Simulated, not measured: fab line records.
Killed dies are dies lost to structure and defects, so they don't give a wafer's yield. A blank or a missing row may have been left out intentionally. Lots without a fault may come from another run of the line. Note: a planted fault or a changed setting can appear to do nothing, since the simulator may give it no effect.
Lot-split experiment ; flow n5 finfet ; 21 wafers read across 7 lots, on a route 1938 steps long

## SPLIT DETAILS
At N5_HKMG_FIN_COAT_41 (time 60 s, resist thk 300 nm), the setting spin rpm was moved away from the recipe's 1500 rpm on 5 of the 21 wafers read, by -9.8% to +4.8%. This setting was run at the recipe's value on the other wafers.

The reading is taken at the split's own step.

## THE READING
SOC_of_HKMG_FIN_COAT_41.thk nm (the simulator's own value, which no gauge read), in nm, at N5_HKMG_FIN_COAT_41 (time 60 s, resist thk 300 nm). The file does not state a usual value for it. Average 299.6 nm, standard deviation 0.63 nm, over the 16 wafers here run with the recipe.

wafer;tool, chamber at the split;spin rpm as run, rpm;against the recipe;SOC_of_HKMG_FIN_COAT_41.thk nm, nm;against lot-mates on the recipe
L078.1;litho track-02, 0;1448;-3.5%;305;+6.0
L078.2;litho track-02, 0;1500;recipe;299;-
L078.6;litho track-02, 0;1448;-3.5%;304.6;+5.6
L080.1;litho track-02, 0;1500;recipe;300.4;-
L080.2;litho track-02, 0;1500;recipe;300.4;-
L080.6;litho track-02, 0;1353;-9.8%;316;+15.6
L092.1;litho track-03, 0;1550;+3.3%;294.2;-5.3
L092.3;litho track-03, 0;1500;recipe;300;-
L092.4;litho track-03, 0;1500;recipe;299;-
L093.2;litho track-02, 0;1572;+4.8%;292.8;-6.8
L093.5;litho track-02, 0;1500;recipe;299.2;-
L093.6;litho track-02, 0;1500;recipe;300;-
L094.3;litho track-02, 0;1500;recipe;299;-
L094.4;litho track-02, 0;1500;recipe;299;-
L094.5;litho track-02, 0;1500;recipe;298.4;-
L096.1;litho track-04, 0;1500;recipe;300;-
L096.5;litho track-04, 0;1500;recipe;298.8;-
L096.6;litho track-04, 0;1500;recipe;299.6;-
L097.2;litho track-02, 0;1500;recipe;299.4;-
L097.4;litho track-02, 0;1500;recipe;300.2;-
L097.5;litho track-02, 0;1500;recipe;300.4;-

FIT RESULTS
A straight line over all 21 wafers: SOC_of_HKMG_FIN_COAT_41.thk nm changes by -1.6 nm for each +1% of spin rpm; r = -0.99; the points scatter about the line by 0.65 nm.
The same after taking each lot's own level away (the mean of its wafers on the recipe; 21 wafers): -1.57 nm for each +1%; r = -1.00; scatter 0.41 nm.
On that fit, the largest move of spin rpm shifts the reading by 15 nm.
The span of the lots' own levels, 298.80 to 300.40 nm, comes to 2.5 times the standard deviation stated above.
So the lot-to-lot level changes the slope little: the two slopes agree.
Check: +15.3 nm against its lot-mates is what the line predicts for one of the wafers moved furthest among these (-9.8%) when that wafer is left out of the fit. Against them it came out at +15.6 nm.

## THESE WAFERS: OTHER SPLITS
These wafers also went through other splits before the reading. Each is held against what the fit with the lots' levels taken away leaves over:
other split on the same wafers;wafers away from the commonest value;r with SOC_of_HKMG_FIN_COAT_41.thk nm (lot level and that fit taken away)
N5_SD_EPI_P_EPI_21 time s;8;+0.08

## THE FILE'S OWN FIT
SOC_of_HKMG_FIN_COAT_41.thk nm changes by -1.57 nm for each +1% of spin rpm, r = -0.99.
